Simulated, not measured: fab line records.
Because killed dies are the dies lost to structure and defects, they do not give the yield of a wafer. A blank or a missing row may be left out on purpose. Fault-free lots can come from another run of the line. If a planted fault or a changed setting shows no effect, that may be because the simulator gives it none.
The tool behind it: which one? | flow nand harc | 12 lots, 36 wafers sampled, at 4 steps of a route of 1159

## WHAT EACH GAUGE READ, for each wafer
Not one reading of a measure or inspect step in the record can be checked against a usual standard deviation.

## WHICH TOOL RAN EACH LOT (tool, then ch and the chambers of the sampled wafers, then the start)
lot  | NHARC_A_CHANNEL_HOLE_D1_ETCH_21  | NHARC_A_CHANNEL_HOLE_D1_ETCH_24  | NHARC_A_CHANNEL_FILL_D1_ALD_15      | NHARC_A_CHANNEL_FILL_D1_STRIP_28
L445 | har etch-02 ch 0,1, day 8 13:23  | har etch-02 ch 0,1, day 8 15:05  | ald sin batch-03 ch 0, day 9 03:12  | rie diel-03 ch 0,1,2, day 9 17:16
L446 | har etch-02 ch 0,1, day 8 23:31  | har etch-02 ch 0,1, day 9 01:20  | ald sin batch-01 ch 0, day 9 14:59  | rie diel-10 ch 0,1,3, day 10 07:55
L449 | har etch-02 ch 1, day 9 08:14    | har etch-02 ch 1, day 9 09:57    | ald sin batch-01 ch 0, day 9 23:13  | rie diel-03 ch 0,2, day 10 13:05
L448 | har etch-01 ch 1, day 9 11:33    | har etch-01 ch 1, day 9 13:16    | ald sin batch-01 ch 0, day 10 06:10 | rie diel-10 ch 1,2,3, day 10 20:17
L450 | har etch-02 ch 0,1, day 9 18:28  | har etch-02 ch 0,1, day 9 20:17  | ald sin batch-03 ch 0, day 10 09:58 | rie diel-03 ch 2,3, day 11 01:31
L452 | har etch-01 ch 0,1, day 10 09:41 | har etch-01 ch 0,1, day 10 11:22 | ald sin batch-02 ch 0, day 10 23:52 | rie diel-10 ch 1,3, day 11 14:36
L453 | har etch-02 ch 0,1, day 10 12:20 | har etch-02 ch 0,1, day 10 14:04 | ald sin batch-03 ch 0, day 11 06:01 | rie diel-10 ch 0,2,3, day 11 20:34
L454 | har etch-02 ch 0,1, day 11 09:56 | har etch-02 ch 0,1, day 11 11:40 | ald sin batch-02 ch 0, day 12 01:32 | rie diel-03 ch 0,1,3, day 12 16:21
L456 | har etch-01 ch 0,1, day 11 10:39 | har etch-01 ch 0,1, day 11 12:20 | ald sin batch-02 ch 0, day 12 01:32 | rie diel-10 ch 1,3, day 12 16:22
L462 | har etch-01 ch 1, day 12 16:45   | har etch-01 ch 1, day 12 18:27   | ald sin batch-02 ch 0, day 13 08:43 | rie diel-03 ch 1,2,3, day 13 23:55
L464 | har etch-02 ch 1, day 13 08:15   | har etch-02 ch 1, day 13 09:57   | ald sin batch-02 ch 0, day 14 03:31 | rie diel-03 ch 0,3, day 14 19:25
L465 | har etch-01 ch 0,1, day 13 08:43 | har etch-01 ch 0,1, day 13 10:25 | ald sin batch-02 ch 0, day 14 03:31 | rie diel-10 ch 0,1,2, day 14 19:25
- NHARC_A_CHANNEL_HOLE_D1_ETCH_21: etches the open film in C4F8/O2/Ar, time 514.3 s, target depth 1600 nm.
- NHARC_A_CHANNEL_HOLE_D1_ETCH_24: etches the open film in C4F8/O2/Ar, time 906.2 s, target depth 1500 nm.
- NHARC_A_CHANNEL_FILL_D1_ALD_15: deposits SiNx, target thk 2 nm, pulse time 60 s, ald cycles 19.
- NHARC_A_CHANNEL_FILL_D1_STRIP_28: strips in O2, time 20 s.

## WHAT THE TOOLS THEMSELVES READ (means of the sampled wafers that have a number; where no wafer has one, the mark that the record gives instead)
NHARC_A_CHANNEL_HOLE_D1_ETCH_21. Usual: c4f8 flow sccm 89.29 sccm, standard deviation 0.26; drypump motor current A 5.86 A, standard deviation 0.22; showerhead plenum p Torr 3.64 Torr, standard deviation 0.058; throttle valve pct 32.156 %, standard deviation 0.01.
lot  | tool        | c4f8 flow sccm (sccm) | drypump motor current A (A) | showerhead plenum p Torr (Torr) | throttle valve pct (%) | flag
L445 | har etch-02 | 89.52                 | 5.93                        | 3.61                            | 32.160                 |
L446 | har etch-02 | 89.44                 | 6.11                        | 3.63                            | 32.157                 |
L449 | har etch-02 | 89.25                 | 6.24                        | 3.66                            | 32.161                 |
L448 | har etch-01 | 89.41                 | 5.69                        | 3.74                            | 32.164                 |
L450 | har etch-02 | 89.37                 | 5.93                        | 3.60                            | 32.153                 |
L452 | har etch-01 | 89.15                 | 5.71                        | 3.69                            | 32.163                 |
L453 | har etch-02 | 89.27                 | 5.94                        | 3.60                            | 32.145                 |
L454 | har etch-02 | 89.29                 | 6.08                        | 3.62                            | 32.154                 |
L456 | har etch-01 | 89.15                 | 5.74                        | 3.65                            | 32.151                 |
L462 | har etch-01 | 89.32                 | 5.70                        | 3.72                            | 32.164                 |
L464 | har etch-02 | 89.46                 | 6.25                        | 3.64                            | 32.148                 |
L465 | har etch-01 | 89.15                 | 5.72                        | 3.67                            | 32.166                 |

NHARC_A_CHANNEL_HOLE_D1_ETCH_24. Usual: c4f8 flow sccm 93.79 sccm, standard deviation 0.29; drypump motor current A 5.86 A, standard deviation 0.22; showerhead plenum p Torr 3.63 Torr, standard deviation 0.058; throttle valve pct 32.235 %, standard deviation 0.0095.
lot  | tool        | c4f8 flow sccm (sccm) | drypump motor current A (A) | showerhead plenum p Torr (Torr) | throttle valve pct (%) | flag
L445 | har etch-02 | 94.06                 | 5.95                        | 3.61                            | 32.240                 |
L446 | har etch-02 | 93.61                 | 6.10                        | 3.63                            | 32.230                 |
L449 | har etch-02 | 93.89                 | 6.23                        | 3.65                            | 32.234                 |
L448 | har etch-01 | 93.74                 | 5.68                        | 3.73                            | 32.236                 |
L450 | har etch-02 | 93.63                 | 5.94                        | 3.60                            | 32.233                 |
L452 | har etch-01 | 93.79                 | 5.70                        | 3.69                            | 32.234                 |
L453 | har etch-02 | 93.63                 | 5.93                        | 3.59                            | 32.243                 |
L454 | har etch-02 | 93.77                 | 6.08                        | 3.61                            | 32.228                 |
L456 | har etch-01 | 93.48                 | 5.72                        | 3.65                            | 32.244                 |
L462 | har etch-01 | 93.91                 | 5.69                        | 3.71                            | 32.229                 |
L464 | har etch-02 | 93.96                 | 6.22                        | 3.63                            | 32.236                 |
L465 | har etch-01 | 93.71                 | 5.70                        | 3.67                            | 32.238                 |

NHARC_A_CHANNEL_FILL_D1_ALD_15. Usual: precursor pulse height rel 0.996, standard deviation 0.02.
lot  | tool             | precursor pulse height rel | flag
L445 | ald sin batch-03 | 0.985                      |
L446 | ald sin batch-01 | 0.988                      |
L449 | ald sin batch-01 | 0.991                      |
L448 | ald sin batch-01 | 1.007                      |
L450 | ald sin batch-03 | 0.993                      |
L452 | ald sin batch-02 | 0.998                      |
L453 | ald sin batch-03 | 1.000                      |
L454 | ald sin batch-02 | 0.998                      |
L456 | ald sin batch-02 | 1.005                      |
L462 | ald sin batch-02 | 0.993                      |
L464 | ald sin batch-02 | 0.982                      |
L465 | ald sin batch-02 | 0.984                      |

NHARC_A_CHANNEL_FILL_D1_STRIP_28. Usual: drypump motor current A 5.6 A, standard deviation 0.38; oes product au 1.000 a.u., standard deviation 0.013; rf vpp V 57.9 V, standard deviation 1.1; showerhead plenum p Torr 3.59 Torr, standard deviation 0.11; throttle valve pct 17.037 %, standard deviation 0.0088.
lot  | tool        | drypump motor current A (A) | oes product au (a.u.) | rf vpp V (V) | showerhead plenum p Torr (Torr) | throttle valve pct (%) | flag
L445 | rie diel-03 | 5.8                         | 0.976                 | 58.1         | 3.53                            | 17.038                 |
L446 | rie diel-10 | 5.7                         | 1.003                 | 57.6         | 3.57                            | 17.034                 |
L449 | rie diel-03 | 5.8                         | 0.992                 | 57.8         | 3.57                            | 17.040                 |
L448 | rie diel-10 | 5.6                         | 1.014                 | 58.5         | 3.61                            | 17.039                 |
L450 | rie diel-03 | 5.4                         | 0.997                 | 58.1         | 3.69                            | 17.040                 |
L452 | rie diel-10 | 5.7                         | 1.006                 | 57.9         | 3.61                            | 17.045                 |
L453 | rie diel-10 | 5.6                         | 0.993                 | 58.5         | 3.58                            | 17.032                 |
L454 | rie diel-03 | 5.5                         | 1.001                 | 57.0         | 3.58                            | 17.033                 |
L456 | rie diel-10 | 5.7                         | 1.015                 | 58.1         | 3.60                            | 17.034                 |
L462 | rie diel-03 | 5.4                         | 1.000                 | 57.2         | 3.64                            | 17.030                 |
L464 | rie diel-03 | 5.6                         | 1.021                 | 58.0         | 3.57                            | 17.034                 |
L465 | rie diel-10 | 5.7                         | 1.002                 | 57.3         | 3.57                            | 17.033                 |

## THE ANSWER, worked out from the rows above alone
Rule: a lot is off if the mean of its wafers that have a number lies more than 3 standard deviations from the usual mean. A lot without any number at a reading at which 4 lots or more have one is off too. All remaining lots with rows at the step are treated as sound. The gauges are gone through in route order, then the tools' own readings, and for those a lot's mean is taken as printed above. At the first step where some lot is off, the reading lying furthest off is the one used; lots without a number count as furthest.
None of the lots is off at any reading shown; this tells nothing.

## WHAT WAS PUT IN BY THE SIMULATOR
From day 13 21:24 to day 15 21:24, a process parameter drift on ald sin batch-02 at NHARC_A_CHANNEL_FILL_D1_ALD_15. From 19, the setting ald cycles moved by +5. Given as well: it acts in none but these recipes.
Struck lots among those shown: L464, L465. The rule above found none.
